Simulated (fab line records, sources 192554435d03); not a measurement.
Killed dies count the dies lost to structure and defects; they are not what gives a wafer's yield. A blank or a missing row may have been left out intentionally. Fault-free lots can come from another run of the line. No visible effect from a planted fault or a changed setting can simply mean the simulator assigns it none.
fab line records ; flow n5-finfet
record: lots: 4; wafers: 12; last-day: 19
route steps=1938 shown SD_EPI_P@309 SD_ACTIVATION@330 ILD0@335 SDB@347 BEOL_M4@1111 PASSIVATION@1936
lots untouched by any fault: they come from a run of this same line in which no faults occurred
start-h: start of the lot's first displayed wafer, in hours after the record's first day ; wait-h: hours since the lot's step before ; " identical to the entry in the row above ; L1.1+2: a row that stands for several wafers ; - no value, or no start given ; * or withheld: withheld ; < > ~ a bound
route shown NAME@n: a module of which the file shows steps, and the number in the route of the first ; usual: mean and standard deviation over wafers with no fault ; same: alike in all rows ; chamber/n: place in a boat ; sites: readings site by site ; _std_site: the values' standard deviation ; _edge_site: outer sites' mean less inner sites' ; radius-mm: how far each site lies from the wafer's centre ; mask NAME#n: copy n ; behind: the most recent tool/chamber to have shaped the wafer ; hold: the reason the lot was held/the length of the hold in hours/how it ended ; device: the transistor (n, p or np) that didn't switch ; end of line: the tests these same wafers got at the end of their route ; a step without rows: its recipe alone ; killed: at the first sort, the dies lost to defects and structure; wafer yield is something else ; map: dies across one wafer; x = killed, . = not, _ = none there
set.NAME: the setting that was run; set.NAME@STEP: the one run at that earlier step ; model.NAME: the simulator's own value behind a step, which no gauge read
lots seen at some steps along the route; tables by step, rows by wafer
services: the hour from which a tool's chamber was out of use, counted from the record's first day as start-h (under 0 if before that day), plus the number of hours and why
== steps ==
step: N5_SD_EPI_P_STRIP_38
recipe: chemistry: N2/H2; temp-c: 40; n2-flow-sccm: 200; h2-flow-sccm: 200; rf-frequency-hz: 6e+07
step: N5_SD_EPI_P_ETCHBACK_46
recipe: chemistry: CH3F/O2; mode: anisotropic-etchback; target: SiNx; target-depth-a: 175; stop-on: SiO2; over-etch-frac: 0.3; ion-energy-ev: 120; pressure-mtorr: 30; source-w: 395; bias-w: 73; Ar_flow_sccm: 150; CH3F_flow_sccm: 30; O2_flow_sccm: 20
step: N5_SD_EPI_P_ETCH_47
recipe: chemistry: CH3F/O2; target: SiOCN; target-depth-a: 250; mask-material: SOC; ion-energy-ev: 60; bias-w: 29; pressure-mtorr: 30; source-w: 410; Ar_flow_sccm: 150; CH3F_flow_sccm: 30; O2_flow_sccm: 20
step: N5_SD_EPI_P_ETCH_16
recipe: chemistry: CHF3/O2; target: SiO2; target-depth-a: 50; mask-material: SOC; pressure-mtorr: 30; source-w: 650; bias-w: 170; Ar_flow_sccm: 200; CHF3_flow_sccm: 50; O2_flow_sccm: 5; ion-energy-ev: 200
step: N5_SD_EPI_P_STRIP_50
recipe: chemistry: CHF3/O2; resist: SiARC; rf-frequency-hz: 6e+07
step: N5_SD_EPI_P_SD_RECESS_17
recipe: chemistry: HBr/Cl2/O2; target-depth-a: 391; bt-time-s: 3; pressure-mtorr: 10; icp-w: 800; bias-w: 112; HBr_flow_sccm: 150; Cl2_flow_sccm: 80; O2_flow_sccm: 12
step: N5_SD_EPI_P_WET_ETCH_45
recipe: chemistry: dHF; dilution: withheld; time-s: 10.7; target: SiO2; target-depth-a: 20; temp-c: 25; dry: ipa-marangoni; rinse-time-s: 30; rinse-temp-c: 23
step: N5_SD_EPI_P_STRIP_40
recipe: chemistry: N2/H2; power-w: 1000; temp-c: 250; h2-frac: 0.65; overash-fraction: 0.3; pressure-mtorr: withheld; n2-flow-sccm: 1750; h2-flow-sccm: 3250
step: N5_SD_EPI_P_PRECLEAN_52
recipe: chemistry: O3/DIW; time-s: 60; temp-c: 22; o3-ppm: 10
step: N5_SD_EPI_P_SRD_20
recipe: dry: ipa-marangoni; do-ppb: 5; time-s: 30; temp-c: 23; rinse-liquid: diw
step: N5_SD_EPI_P_PRECLEAN_51
recipe: chemistry: NF3:NH3; afs-cycles: 1; temp-c: 30; time-s: 20; sublimation-temp-c: 180; sublimation-time-s: 60; pressure-torr: 3; rf-power-w: 30
step: N5_SD_EPI_P_VAPOR_ETCH_44
recipe: chemistry: NF3/Ar; target: SiGe30; temp-c: 25; time-s: 3.3; mode: isotropic
step: N5_SD_EPI_P_EPI_21
recipe: material: SiGe:B; dopant: B; temp-c: 550; pressure-torr: 20; ambient: H2; time-s: 355
usual: lamp-inner-pct: 10.3/1
lot.wafer;tool;chamber;start-h;wait-h;lamp-inner-pct
L864.1;epi-rpcvd-03;0;109.45;0.1;10.9
L864.5;epi-rpcvd-03;0;110.89;1.5;11.0
L864.6;epi-rpcvd-03;0;110.89;1.5;10.9
L865.2;epi-rpcvd-03;0;115.25;0.5;11.1
L865.3;epi-rpcvd-03;0;115.25;0.5;11.0
L865.6;epi-rpcvd-03;0;116.69;1.8;10.8
L866.1;epi-rpcvd-04;0;124.04;0.2;11.0
L866.2;epi-rpcvd-04;0;124.04;0.2;10.9
L866.3;epi-rpcvd-04;0;124.04;0.2;10.7
L877.1;epi-rpcvd-03;0;188.21;0.1;10.8
L877.4;epi-rpcvd-03;0;189.29;1.1;10.9
L877.5;epi-rpcvd-03;0;189.29;1.1;10.8
step: N5_SD_EPI_P_HM_STRIP_48
recipe: chemistry: H3PO4; temp-c: 160; material: SiNx; target: SiNx; target-depth-a: 30; overetch-fraction: 0.3
step: N5_SD_EPI_P_SRD_49
recipe: dry: ipa-marangoni; time-s: 30; temp-c: 23; rinse-liquid: diw
step: N5_SD_EPI_P_PRECLEAN_24
recipe: chemistry: O3/DIW; time-s: 45; temp-c: 22; o3-ppm: 10
step: N5_SD_EPI_P_PRECLEAN_32
recipe: chemistry: dHF; time-s: 10; dilution: 500:1; temp-c: 25
step: N5_SD_EPI_P_PRECLEAN_33
recipe: chemistry: SC2; time-s: 45; temp-c: 35; mix: 1:1:50
step: N5_SD_EPI_P_SRD_25
recipe: time-s: 30; temp-c: 23; rinse-liquid: diw; dry: ipa-marangoni
step: N5_SD_ACTIVATION_RTA_00
recipe: temp-c: 975; time-s: 0; ambient: N2; idle-temp-c: 600; ramp-up-c-per-s: 150; ramp-down-c-per-s: 60; cool-to-c: 600
step: N5_SD_ACTIVATION_LSA_01
recipe: temp-c: 1080; time-s: 0.0008; ambient: N2
step: N5_SD_ACTIVATION_RS_MEAS_03
recipe: thk-meas-gauge: four-point-probe
usual: RS_SD_N: 22.0/0.33; RS_SD_P: 55.9/0.81
lot.wafer;tool;chamber;start-h;wait-h;RS_SD_N[ohm/sq];RS_SD_P[ohm/sq]
L864.1;film-metro-02;-;112.26;0.2;22.1;357.1
L864.5;film-metro-02;-;112.26;0.2;22.4;352.2
L864.6;film-metro-02;-;112.26;0.2;22.2;353.2
L865.2;film-metro-02;-;117.73;0.2;21.8;361.6
L865.3;film-metro-02;-;117.73;0.2;22.1;365.9
L865.6;film-metro-02;-;117.73;0.2;21.9;365.8
L866.1;film-metro-02;-;127.67;0.2;21.9;56.1
L866.2;film-metro-02;-;127.67;0.2;21.8;55.0
L866.3;film-metro-02;-;127.67;0.2;21.6;55.3
L877.1;film-metro-01;-;191.03;0.2;21.9;55.6
L877.4;film-metro-01;-;191.03;0.2;22.0;55.2
L877.5;film-metro-01;-;191.03;0.2;21.9;55.6
step: N5_ILD0_LINER_00
recipe: material: SiNx; target-thk-a: 40; temp-c: 400; ald-precursor-family: SiH2I2; ald-co-reactant: N2/H2-plasma; pulse-time-s: 1; purge-time-s: 2; co-reactant-purge-time-s: 2; ald-cycles: 80; pressure-torr: 2
step: N5_ILD0_FCVD_FILL_01
recipe: material: SiO2_flowable; target-thk-a: 2000; temp-c: 100; pressure-torr: 0.8; rf-w: 2000; time-s: 328.3
step: N5_ILD0_CURE_02
recipe: temp-c: 450; time-s: 1800; ambient: steam; idle-temp-c: 400; ramp-up-c-per-min: 5; ramp-down-c-per-min: 3; densification-p-h2o-torr: 640
step: N5_ILD0_CMP_03
recipe: stop-on: SiNx; t-overpolish-s: 1.9; post-cmp-clean: alkaline-brush; down-force-psi: 4.1491; platen-rpm: 51.796; pad-velocity-m-s: 1.0306; target-thk-nm: 197.38
step: N5_ILD0_CMP_07
recipe: stop-on: poly-Si; material: SiO2_flowable; t-overpolish-s: 1.18; post-cmp-clean: alkaline-brush; down-force-psi: 4.1491; platen-rpm: 51.796; pad-velocity-m-s: 1.0306; target-thk-nm: 138.88
step: N5_ILD0_PRECLEAN_10
recipe: chemistry: NF3:NH3; afs-cycles: 5; time-s: 20; temp-c: 30; sublimation-temp-c: 180; sublimation-time-s: 60; pressure-torr: 3; rf-power-w: 30
step: N5_ILD0_ALD_15
recipe: material: SiNx; target-thk-a: 240; temp-c: 400; ald-precursor-family: SiH2I2; ald-co-reactant: N2/H2-plasma; pulse-time-s: 1; ald-cycles: 480; purge-time-s: 2; co-reactant-purge-time-s: 2; pressure-torr: 2
step: N5_ILD0_CMP_12
recipe: stop-on: poly-Si; material: SiNx; t-overpolish-s: 6; post-cmp-clean: alkaline-brush; down-force-psi: 2.5; platen-rpm: 51.8; pad-velocity-m-s: 1.0307; target-thk-nm: 17.67
step: N5_SDB_HM_DEP_00
recipe: material: SiNx; target-thk-a: 400; temp-c: 400; precursor: SiH4/NH3/N2; pressure-torr: 1.5; rf-w: 300; time-s: 35.3
step: N5_SDB_COAT_03
recipe: resist: SOC; temp-c: 250; time-s: 60; spin-rpm: 1500; resist-thk-nm: 100
step: N5_SDB_COAT_04
recipe: resist: SiARC; temp-c: 220; time-s: 60; spin-rpm: 1500; resist-thk-nm: 18
step: N5_SDB_COAT_05
recipe: resist: CAR-ArF; spin-rpm: 1500; resist-thk-nm: 90
step: N5_BEOL_M4_RC_MEAS_101
usual: DIBL_N: 36.6/1.9; DIBL_P: 36.7/2.2; IOFF_N: 0.16/0.035; IOFF_P: 0.22/0.038; IOFF_P_85C: 3.8/0.55; IOFF_P_LIN: 0.104/0.014; ION_N: 672/14; ION_P: 462/8.3; RC_DENSE_P: 23.7/0.62; RC_P: 19.3/0.48; REXT_P: 100.5/2.1; RS_SD_P: 65.5/0.94; SS_N: 71.6/0.65; SS_P: 73.5/0.72; VT_N: 250/3.5; VT_P: -250/3.1; VT_P_LVT: -98.3/3
lot.wafer;tool;chamber;start-h;wait-h;DIBL_N[mV/V];DIBL_P[mV/V];IOFF_N[nA/um];IOFF_P[nA/um];IOFF_P_85C[nA/um];IOFF_P_LIN[nA/um];ION_N[uA/um];ION_P[uA/um];RC_DENSE_P[ohm.um];RC_P[ohm.um];REXT_P[ohm.um];RS_SD_P[ohm/sq];SS_N[mV/dec];SS_P[mV/dec];VT_N[mV];VT_P[mV];VT_P_LVT[mV]
L864.1;prober-02;0;249.12;0.0;35.6;26.1;0.14;0.07;1.4;0.041;654;319;96.5;78.3;399.5;368.9;71.2;70.6;252;-269;-118.3
L864.5;prober-02;0;249.12;0.0;36.5;26.2;0.14;0.07;1.4;0.041;669;324;92.5;76.3;399.0;371.1;71.6;71.0;252;-268;-117.7
L864.6;prober-02;0;249.12;0.0;35.6;25.9;0.13;0.06;1.3;0.040;660;315;93.4;75.9;397.5;372.5;71.8;71.9;254;-267;-119.1
L866.1;prober-01;0;254.48;0.0;36.8;38.6;0.19;0.23;4.0;0.109;663;457;22.7;18.6;100.4;66.3;72.4;73.6;249;-250;-99.1
L866.2;prober-01;0;254.48;0.0;35.0;37.0;0.15;0.21;3.7;0.102;673;464;23.7;19.1;98.2;65.8;71.7;73.5;252;-251;-99.2
L866.3;prober-01;0;254.48;0.0;35.1;37.3;0.15;0.22;3.8;0.104;659;455;23.0;18.7;98.7;65.8;71.3;73.4;253;-251;-99.7
L865.2;prober-02;0;257.43;0.2;35.7;25.2;0.15;0.06;1.4;0.042;672;315;103.6;83.8;410.7;380.8;71.8;71.2;254;-269;-117.5
L865.3;prober-02;0;257.43;0.2;38.4;27.1;0.20;0.08;1.5;0.046;660;312;100.8;82.9;413.4;383.1;72.4;72.5;250;-269;-116.0
L865.6;prober-02;0;257.43;0.2;35.8;24.9;0.16;0.06;1.3;0.041;674;316;104.7;84.1;409.3;382.7;72.3;71.2;254;-271;-117.2
L877.1;prober-02;0;319.66;0.0;36.6;36.0;0.16;0.23;3.9;0.109;682;472;23.2;18.7;101.8;64.6;71.7;72.4;248;-246;-96.9
L877.4;prober-02;0;319.66;0.0;36.7;35.6;0.17;0.23;3.9;0.109;688;464;23.3;18.9;102.6;65.9;71.3;73.1;247;-248;-96.4
L877.5;prober-02;0;319.66;0.0;37.7;38.1;0.19;0.28;4.6;0.125;692;478;23.2;18.8;101.5;64.6;71.9;73.1;246;-244;-93.3
step: N5_PASSIVATION_PROBE_49
usual: defect-limited-yield: 91.6/1.4; killed_at_M0_to_M3: 35/10; killed_at_M4_up: 13/4.8; killed-at-contacts: 12/7.2; killed-at-front-end: 36/12; killed-at-other: 4/3.1; killed-dies: 100/17; killed-open: 66/13; killed-short: 32/7.3; sort_bin_5_function: 5.0/0.94; sort_bin_6_memory: 3.1/0.67; sort_bin_8_speed: 0.01/0.047; sort-n-pass: 1080/17; sort-yield-pct: 91.6/1.4
same: gross-dies: 1180; killed-at-back-side: 0; sort_bin_4_leakage[%]: 0
lot.wafer;tool;chamber;start-h;wait-h;defect-limited-yield[%];killed_at_M0_to_M3;killed_at_M4_up;killed-at-contacts;killed-at-front-end;killed-at-other;killed-dies;killed-open;killed-short;sort_bin_5_function[%];sort_bin_6_memory[%];sort_bin_8_speed[%];sort-n-pass;sort-yield-pct[%]
L864.1;prober-02;-;375.70;0.0;93.6;26;16;8;23;2;75;46;27;3.6;2.3;93.64;0;0
L864.5;prober-02;-;375.90;0.2;94.3;28;11;8;20;0;67;43;24;3.4;1.9;94.32;0;0
L864.6;prober-02;-;375.95;0.3;93.2;35;6;4;34;1;80;53;21;4.1;1.6;93.22;0;0
L865.2;prober-01;-;389.65;0.1;90.7;26;16;9;55;4;110;56;51;5.3;3.4;90.68;0;0
L865.3;prober-01;-;389.70;0.1;91.3;43;11;10;36;3;103;71;32;5.8;2.7;91.27;0;0
L865.6;prober-01;-;389.85;0.3;93.0;23;15;14;31;0;83;53;30;3.9;3.0;92.97;0;0
killed by level:class
L864.1 BEOL_M2:geometric-particle:open=12 BEOL_M4:geometric-particle:open=6 MOL_CONTACT_COAG:geometric-particle:open=6 BEOL_M4:geometric-particle:short=5 BEOL_M3:geometric-particle:open=4 STARTING-WAFER:geometric-particle:short=4 FIN_SAQP:geometric-particle:short=3 GATE_CUT:geometric-particle:short=3
L864.5 BEOL_M0_SAQP:geometric-particle:open=7 MOL_CONTACT_COAG:geometric-particle:open=6 BEOL_M1:geometric-particle:open=6 BEOL_M0_SAQP:geometric-particle:short=5 BEOL_M4:geometric-particle:open=4 STARTING-WAFER:geometric-particle:short=4 FIN_SAQP:geometric-particle:open=3 DUMMY_GATE:geometric-particle:open=3
L864.6 BEOL_M2:geometric-particle:open=11 STI_FIN_REVEAL:geometric-particle:open=10 BEOL_M3:geometric-particle:open=9 BEOL_M0_SAQP:geometric-particle:short=6 HKMG_FIN:area-etch=6 STARTING-WAFER:geometric-particle:open=4 FIN_SAQP:geometric-particle:open=3 STI_FIN_REVEAL:geometric-particle:short=3
L865.2 FIN_SAQP:geometric-particle:short=28 FIN_SAQP:geometric-particle:open=11 BEOL_M0_SAQP:geometric-particle:short=9 MOL_CONTACT_COAG:geometric-particle:open=8 BEOL_M4:geometric-particle:open=7 STI_FIN_REVEAL:geometric-particle:open=6 BEOL_M1:geometric-particle:open=6 BEOL_M7:geometric-particle:open=5
L865.3 MOL_CONTACT_COAG:geometric-particle:open=10 BEOL_M0_SAQP:geometric-particle:short=10 BEOL_M0_SAQP:geometric-particle:open=7 BEOL_M2:geometric-particle:open=7 DUMMY_GATE:geometric-particle:open=6 BEOL_M5:geometric-particle:open=6 STARTING-WAFER:geometric-particle:open=6 DUMMY_GATE:geometric-particle:short=5
L865.6 MOL_CONTACT_COAG:geometric-particle:open=9 BEOL_M4:geometric-particle:open=7 BEOL_M0_SAQP:geometric-particle:open=6 BEOL_M0_SAQP:geometric-particle:short=6 STARTING-WAFER:geometric-particle:open=6 FIN_SAQP:geometric-particle:short=5 STI_FIN_REVEAL:geometric-particle:open=5 MOL_CONTACT_COAG:geometric-particle:short=5
map L864.6 (x killed, . not)
_________________.........x..________________
______________.x......x........._____________
___________...................x....__________
__________......x..................._________
________.x..............x............._______
_______..x....................xx....x..______
______...................x...x........x._____
_____................x...................____
____xx.........x......x...................___
___............x...........................__
___.....x..................................__
__..........x...x..........................._
__........x.....x.........x....x............_
_...x.......................................x
_...x...x..x..........................x.x....
_...............xx................x..........
_x...................x.......................
_.................x.........................x
_..x...............x......................x..
_..x.........................................
_...........x.x......x........x.............x
__.x............x..........................._
__...................x.x.x......x..........._
___........................x..........x....__
___..x......................x..............__
____...........x..............x..........x___
_____..x...............x......x..........____
______x.....................x......x...._____
_______.xx.x..x.x.x...x................______
________.....x........................_______
__________.......x.................._________
___________...x....................__________
______________.................._____________
_________________.......x....________________
map L865.2 (x killed, . not)
_________________............________________
______________.................._____________
___________..x..........x......x...__________
__________...............x......x..._________
________x...x......................x.x_______
_______......x...........x...x.........______
______...x.....x........................_____
_____......x................x............____
____...x.....x........................x...___
___....................xx.......x..........__
___..........................x.............__
__........x...x...........x........x.......x_
__.......................x.....xx...x......._
_....................x...x....x....x.........
_x..........x.......................x........
_x...........x..x......x......x..............
_.................x.........x..x............x
_..x.............xx..........................
_.........x..x.......xx...x........xx........
_.......x............xx......................
_....x......x............x...x..x...x......x.
__...............................x.......x.._
__......x.......x........x.....x.....x......_
___...x.....................x.x...xx...x...__
___x.x..x.......x...x..................x...__
____.................x........xx..........___
_____...........x........................____
______................................x._____
_______x.....x........x..............x.______
________.x..x.........x...x....x....x._______
__________..x....x............x....x_________
___________x.............x.x.......__________
______________....x............._____________
_________________............________________
== services ==
tool;chamber;start-h;hours;kind
epi-rpcvd-03;-;89.40;0.4;repair
epi-rpcvd-04;-;170.91;2.8;pm
== key ==
first-sign: step: N5_SD_ACTIVATION_RS_MEAS_03; reading: RS_SD_P; direction: up; sigmas: 99+; usual: 55.9; struck: 359.3
effect: step: N5_BEOL_M4_RC_MEAS_101; reading: RS_SD_P; direction: up; sigmas: 99+; usual: 65.5; struck: 376.5
effect: step: N5_BEOL_M4_RC_MEAS_101; reading: REXT_P; direction: up; sigmas: 99+; usual: 100.5; struck: 404.9
effect: step: N5_BEOL_M4_RC_MEAS_101; reading: RC_P; direction: up; sigmas: 99+; usual: 19.3; struck: 80.2
effect: step: N5_BEOL_M4_RC_MEAS_101; reading: RC_DENSE_P; direction: up; sigmas: 99+; usual: 23.7; struck: 98.6
effect: step: N5_BEOL_M4_RC_MEAS_101; reading: ION_P; direction: down; sigmas: 18; usual: 462; struck: 317
effect: step: N5_BEOL_M4_RC_MEAS_101; reading: VT_P_LVT; direction: down; sigmas: 6.5; usual: -98.3; struck: -117.6
effect: step: N5_BEOL_M4_RC_MEAS_101; reading: VT_P; direction: down; sigmas: 6.2; usual: -250; struck: -269
effect: step: N5_BEOL_M4_RC_MEAS_101; reading: DIBL_P; direction: down; sigmas: 4.9; usual: 36.7; struck: 25.9
effect: step: N5_BEOL_M4_RC_MEAS_101; reading: IOFF_P_LIN; direction: down; sigmas: 4.5; usual: 0.104; struck: 0.042
effect: step: N5_BEOL_M4_RC_MEAS_101; reading: IOFF_P_85C; direction: down; sigmas: 4.4; usual: 3.8; struck: 1.4
effect: step: N5_BEOL_M4_RC_MEAS_101; reading: IOFF_P; direction: down; sigmas: 4; usual: 0.22; struck: 0.07
effect: step: N5_BEOL_M4_RC_MEAS_101; reading: SS_P; direction: down; sigmas: 2.9; usual: 73.5; struck: 71.4
effect: step: N5_PASSIVATION_PROBE_49; reading: sort_bin_8_speed; direction: up; sigmas: 99+; usual: 0.01; struck: 92.68
met-at N5_SD_EPI_P_EPI_21
struck-wafers L864.1,L864.5,L864.6,L865.2,L865.3,L865.6
fault: kind: process-parameter-drift; tool: epi-rpcvd-03; chamber: -; onset-h: 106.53; steps: N5_SD_EPI_P_EPI_21; channel: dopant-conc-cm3; offset: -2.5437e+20; shape: step; end-h: 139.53; stated: 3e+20
